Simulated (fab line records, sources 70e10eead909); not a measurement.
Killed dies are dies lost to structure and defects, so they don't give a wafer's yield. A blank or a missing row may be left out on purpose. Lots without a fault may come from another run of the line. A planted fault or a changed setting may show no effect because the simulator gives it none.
One fault seen from 2 desks | flow nand_harc | each desk has only its own numbers; what lay behind them comes last

THE DEFECT DESK
What the inspections along the route counted, lot by lot: means of the sampled wafers that have a number. A lot is out of limits, marked OUT, if its mean lies more than 4 standard deviations from the usual mean; the brackets give that distance.
Columns: A = raw_defect_count at NHARC_P_CONTACT_INSPECT_27, usual 311
lot  | first seen here | A
L120 | day 6 03:26     | 305
L121 | day 6 09:32     | 341
L123 | day 7 12:16     | 367
L124 | day 7 18:36     | 239
L125 | day 8 08:56     | 548
L126 | day 8 10:58     | 402
L127 | day 9 02:09     | 164
L128 | day 9 18:08     | 221
L129 | day 9 23:21     | 317
L131 | day 11 01:07    | 253
L138 | day 13 15:58    | 295
L139 | day 14 00:40    | 305
L142 | day 15 09:43    | 197
L143 | day 15 17:44    | 273
This desk's finding: nothing out of limits on any of the 14 lots.

THE TOOL OWNER'S DESK: litho_track-04
The tool's own readings at NHARC_P_M0_DEVELOP_08 (develop time 35 s): means of the sampled wafers that have a number, for each lot that ran on this tool. A lot is out of limits, marked OUT, if its mean lies more than 4 standard deviations from the usual mean; the brackets give that distance.
Columns: A = chill_plate_temp_C at NHARC_P_M0_DEVELOP_08, usual 22.99 C
lot  | first seen here | A
L121 | day 6 10:00     | 22.97
L123 | day 7 13:00     | 22.96
L124 | day 7 19:00     | 23.03
L126 | day 8 11:00     | 23.01
L143 | day 15 18:00    | 22.91
This desk's finding: nothing out of limits on any of the 5 lots.

PUT TOGETHER
The defect desk saw nothing out of limits.
The tool owner's desk saw nothing out of limits.

WHAT THE SIMULATOR HAD PUT IN
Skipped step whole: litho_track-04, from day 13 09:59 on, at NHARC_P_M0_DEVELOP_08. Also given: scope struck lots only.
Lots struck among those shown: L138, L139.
